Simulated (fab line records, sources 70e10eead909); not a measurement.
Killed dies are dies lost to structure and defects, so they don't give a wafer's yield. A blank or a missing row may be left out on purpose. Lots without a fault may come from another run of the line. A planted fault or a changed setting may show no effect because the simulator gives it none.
Which tool did it? | flow nand_harc | 11 lots, 33 wafers sampled, at 5 steps of a route of 1302

WHAT THE GAUGES READ, wafer by wafer
NHARC_END_SORT_01. Usual: killed_at_array 61, standard deviation 23; killed_at_other 1.3, standard deviation 1.4; killed_at_periphery 4.0, standard deviation 2.6; killed_dies 66, standard deviation 22; killed_open 3.4, standard deviation 1.8; killed_short 2.3, standard deviation 1.4.
lot  | measured     | on        | killed_at_array | killed_at_other | killed_at_periphery | killed_dies | killed_open | killed_short | flag
L977 | day 29 22:10 | prober-02 | 671 673 669     | 0 0 1           | 6 4 7               | 677 677 677 | 4 7 9       | 3 1 2        | OFF
L978 | day 31 03:28 | prober-01 | 675 672 673     | 0 1 0           | 2 4 4               | 677 677 677 | 2 6 6       | 1 2 5        | OFF
L987 | day 33 12:38 | prober-01 | 28 43 40        | 2 3 1           | 4 3 1               | 34 49 42    | 5 1 4       | 2 3 1        |

WHICH TOOL RAN EACH LOT (tool, then ch and the chambers of the sampled wafers, then the start)
lot  | NHARC_A_CONTACT_DEP_24          | NHARC_A_CONTACT_DEP_29          | NHARC_A_CONTACT_ETCH_50            | NHARC_A_CONTACT_ETCH_114
L964 | pecvd-03 ch 0,1,2, day 21 12:47 | pecvd-04 ch 0,1,2, day 21 20:05 | rie_diel-11 ch 0,1,3, day 21 21:31 | har_cap_etch-03 ch 0,1, day 21 23:22
L966 | pecvd-03 ch 0,2, day 21 22:17   | pecvd-04 ch 1,2, day 22 05:37   | rie_diel-11 ch 0,2,3, day 22 07:01 | har_cap_etch-02 ch 0,1, day 22 08:53
L968 | pecvd-02 ch 0,1,2, day 22 18:48 | pecvd-03 ch 0,1,2, day 22 23:41 | rie_diel-11 ch 0,2,3, day 23 01:07 | har_cap_etch-02 ch 0,1, day 23 02:58
L967 | pecvd-04 ch 1,2, day 22 18:52   | pecvd-02 ch 0,1,2, day 22 23:46 | rie_diel-01 ch 0,1,3, day 23 01:16 | har_cap_etch-03 ch 0,1, day 23 03:07
L969 | pecvd-02 ch 0,1,2, day 23 12:00 | pecvd-04 ch 0,1,2, day 23 16:53 | rie_diel-11 ch 0,1,3, day 23 18:20 | har_cap_etch-03 ch 0,1, day 23 20:10
L971 | pecvd-04 ch 0,2, day 23 20:11   | pecvd-04 ch 0,1, day 24 01:06   | rie_diel-04 ch 1,2, day 24 02:30   | har_cap_etch-03 ch 0,1, day 24 04:23
L975 | pecvd-03 ch 0,1, day 25 10:36   | pecvd-04 ch 1,2, day 25 16:04   | rie_diel-01 ch 0,1, day 25 17:19   | har_cap_etch-02 ch 0,1, day 25 19:21
L976 | pecvd-03 ch 0,1,2, day 26 04:32 | pecvd-02 ch 0,1, day 26 09:22   | rie_diel-01 ch 1,2, day 26 10:46   | har_cap_etch-01 ch 0,1, day 26 12:38
L977 | pecvd-03 ch 0,1,2, day 26 16:14 | pecvd-04 ch 1,2, day 27 00:19   | rie_diel-11 ch 0,1,3, day 27 01:36 | har_cap_etch-03 ch 0,1, day 27 03:26
L978 | pecvd-03 ch 0,1,2, day 27 12:43 | pecvd-02 ch 0,1,2, day 27 17:34 | rie_diel-11 ch 1,3, day 27 19:11   | har_cap_etch-03 ch 0, day 27 21:13
L987 | pecvd-02 ch 0,2, day 30 10:41   | pecvd-03 ch 0,2, day 30 17:53   | rie_diel-11 ch 0,1, day 30 19:37   | har_cap_etch-02 ch 0,1, day 30 21:46
- NHARC_A_CONTACT_DEP_24: deposits SiO2, target thk 500 nm.
- NHARC_A_CONTACT_DEP_29: deposits SiON, target thk 100 nm.
- NHARC_A_CONTACT_ETCH_50: etches the open film in CF4/CHF3, target depth 121 nm, time 60.5 s.
- NHARC_A_CONTACT_ETCH_114: etches the open film in C4F8/O2/Ar, time 190 s, target depth 1850 nm.

WHAT THE TOOLS THEMSELVES READ (means of the sampled wafers that have a number; where no wafer has one, the mark that the record gives instead)
NHARC_A_CONTACT_DEP_24. Usual: chamber_pressure_Torr 6.497 Torr, standard deviation 0.015; flow_sccm 2650 sccm, standard deviation 8.3; heater_power_w 548 W, standard deviation 61; rf_fwd_power_W 899.1 W, standard deviation 2.8; throttle_valve_pct 15.7 %, standard deviation 0.65.
lot  | tool     | chamber_pressure_Torr (Torr) | flow_sccm (sccm) | heater_power_w (W) | rf_fwd_power_W (W) | throttle_valve_pct (%) | flag
L964 | pecvd-03 | 6.496                        | 2644             | 556                | 898.4              | 15.5                   |
L966 | pecvd-03 | 6.488                        | 2646             | 588                | 898.2              | 15.2                   |
L968 | pecvd-02 | 6.492                        | 2653             | 489                | 898.0              | 15.5                   |
L967 | pecvd-04 | 6.519                        | 2659             | 602                | 897.3              | 15.7                   |
L969 | pecvd-02 | 6.496                        | 2653             | 475                | 897.4              | 15.6                   |
L971 | pecvd-04 | 6.496                        | 2654             | 499                | 896.9              | 16.4                   |
L975 | pecvd-03 | 6.513                        | 2651             | 559                | 898.3              | 15.6                   |
L976 | pecvd-03 | 6.493                        | 2650             | 570                | 897.8              | 15.9                   |
L977 | pecvd-03 | 6.495                        | 2649             | 520                | 899.4              | 15.9                   |
L978 | pecvd-03 | 6.491                        | 2650             | 523                | 896.3              | 15.9                   |
L987 | pecvd-02 | 6.480                        | 2644             | 541                | 899.1              | 16.0                   |

NHARC_A_CONTACT_DEP_29. Usual: chamber_pressure_Torr 3.501 Torr, standard deviation 0.0075; heater_power_w 740 W, standard deviation 54; rf_fwd_power_W 348.7 W, standard deviation 1.1.
lot  | tool     | chamber_pressure_Torr (Torr) | heater_power_w (W) | rf_fwd_power_W (W) | flag
L964 | pecvd-04 | 3.503                        | 737                | 347.8              |
L966 | pecvd-04 | 3.502                        | 729                | 348.9              |
L968 | pecvd-03 | 3.498                        | 762                | 348.1              |
L967 | pecvd-02 | 3.503                        | 716                | 349.0              |
L969 | pecvd-04 | 3.499                        | 744                | 348.6              |
L971 | pecvd-04 | 3.505                        | 772                | 348.4              |
L975 | pecvd-04 | 3.504                        | 707                | 349.1              |
L976 | pecvd-02 | 3.505                        | 730                | 348.3              |
L977 | pecvd-04 | 3.500                        | 763                | 348.5              |
L978 | pecvd-02 | 3.499                        | 679                | 348.8              |
L987 | pecvd-03 | 3.496                        | 764                | 348.1              |

NHARC_A_CONTACT_ETCH_50. Usual: bias_w 200.0 W, standard deviation 0.62; cf4_flow_sccm 100.03 sccm, standard deviation 0.29; drypump_motor_current_A 5.7 A, standard deviation 0.47; oes_product_au 0.954 a.u., standard deviation 0.022; rf_fwd_power_W 495.9 W, standard deviation 1.8; rf_vpp_V 372 V, standard deviation 3.1; showerhead_plenum_p_Torr 1.60 Torr, standard deviation 0.092; throttle_valve_pct 16.802 %, standard deviation 0.0096.
lot  | tool        | bias_w (W) | cf4_flow_sccm (sccm) | drypump_motor_current_A (A) | oes_product_au (a.u.) | rf_fwd_power_W (W) | rf_vpp_V (V) | showerhead_plenum_p_Torr (Torr) | throttle_valve_pct (%) | flag
L964 | rie_diel-11 | 199.6      | 100.21               | 5.8                         | 0.963                 | 494.3              | 373          | 1.63                            | 16.803                 |
L966 | rie_diel-11 | 199.1      | 100.11               | 5.7                         | 0.971                 | 496.8              | 372          | 1.63                            | 16.795                 |
L968 | rie_diel-11 | 200.6      | 100.08               | 5.7                         | 0.977                 | 494.1              | 372          | 1.63                            | 16.799                 |
L967 | rie_diel-01 | 199.8      | 100.23               | 6.0                         | 0.916                 | 497.0              | 371          | 1.57                            | 16.798                 |
L969 | rie_diel-11 | 199.8      | 99.96                | 5.8                         | 0.975                 | 494.9              | 372          | 1.63                            | 16.808                 |
L971 | rie_diel-04 | 200.5      | 100.13               | 5.3                         | 0.960                 | 496.2              | 369          | 1.55                            | 16.798                 |
L975 | rie_diel-01 | 200.0      | 99.68                | 5.5                         | 0.959                 | 496.6              | 368          | 1.51                            | 16.817                 |
L976 | rie_diel-01 | 200.3      | 100.06               | 5.8                         | 0.975                 | 498.3              | 369          | 1.53                            | 16.804                 |
L977 | rie_diel-11 | -          | -                    | -                           | -                     | -                  | -            | -                               | -                      | OFF
L978 | rie_diel-11 | -          | -                    | -                           | -                     | -                  | -            | -                               | -                      | OFF
L987 | rie_diel-11 | 200.3      | 100.08               | 5.8                         | 0.986                 | 494.3              | 372          | 1.62                            | 16.805                 |

NHARC_A_CONTACT_ETCH_114. Usual: chamber_pressure_mTorr 20.000 mTorr, standard deviation 0.018; oes_air_line_au 0.999 a.u., standard deviation 0.019.
lot  | tool            | chamber_pressure_mTorr (mTorr) | oes_air_line_au (a.u.) | flag
L964 | har_cap_etch-03 | 19.997                         | 1.010                  |
L966 | har_cap_etch-02 | 20.004                         | 0.997                  |
L968 | har_cap_etch-02 | 20.007                         | 1.000                  |
L967 | har_cap_etch-03 | 19.991                         | 1.007                  |
L969 | har_cap_etch-03 | 19.983                         | 0.999                  |
L971 | har_cap_etch-03 | 20.001                         | 0.999                  |
L975 | har_cap_etch-02 | 20.010                         | 0.993                  |
L976 | har_cap_etch-01 | 20.005                         | 1.003                  |
L977 | har_cap_etch-03 | 20.009                         | 1.006                  |
L978 | har_cap_etch-03 | 19.998                         | 0.978                  |
L987 | har_cap_etch-02 | 20.005                         | 0.968                  |

THE ANSWER, worked out from the rows above alone
Rule: a lot is off if the mean of its wafers that have a number lies more than 3 standard deviations from the usual mean. A lot without any number at a reading at which 4 lots or more have one is off too. The other lots that the step has rows for count as sound. The gauges are gone through in route order, then the tools' own readings, and for those a lot's mean is taken as printed above. The first step at which some lot is off is used, and at that step the reading that is off furthest; a lot without a number counts as furthest.
Off: L977, L978, at NHARC_END_SORT_01 (killed_dies). Neither off nor sound, because the step has no rows for them: L964, L966, L968, L967, L969, L971, L975, L976.
A tool fits if, at a process step before that reading, it ran every lot that is off, and no sound lot after the first of them. The gauges at NHARC_END_SORT_01 aren't tried: what is off there is off at NHARC_A_CONTACT_ETCH_50 too, on other tools, and a gauge's error can't cause that. Can't be told from this: 2 tools fit, pecvd-03 at NHARC_A_CONTACT_DEP_24, har_cap_etch-03 at NHARC_A_CONTACT_ETCH_114.

WHAT THE SIMULATOR HAD PUT IN
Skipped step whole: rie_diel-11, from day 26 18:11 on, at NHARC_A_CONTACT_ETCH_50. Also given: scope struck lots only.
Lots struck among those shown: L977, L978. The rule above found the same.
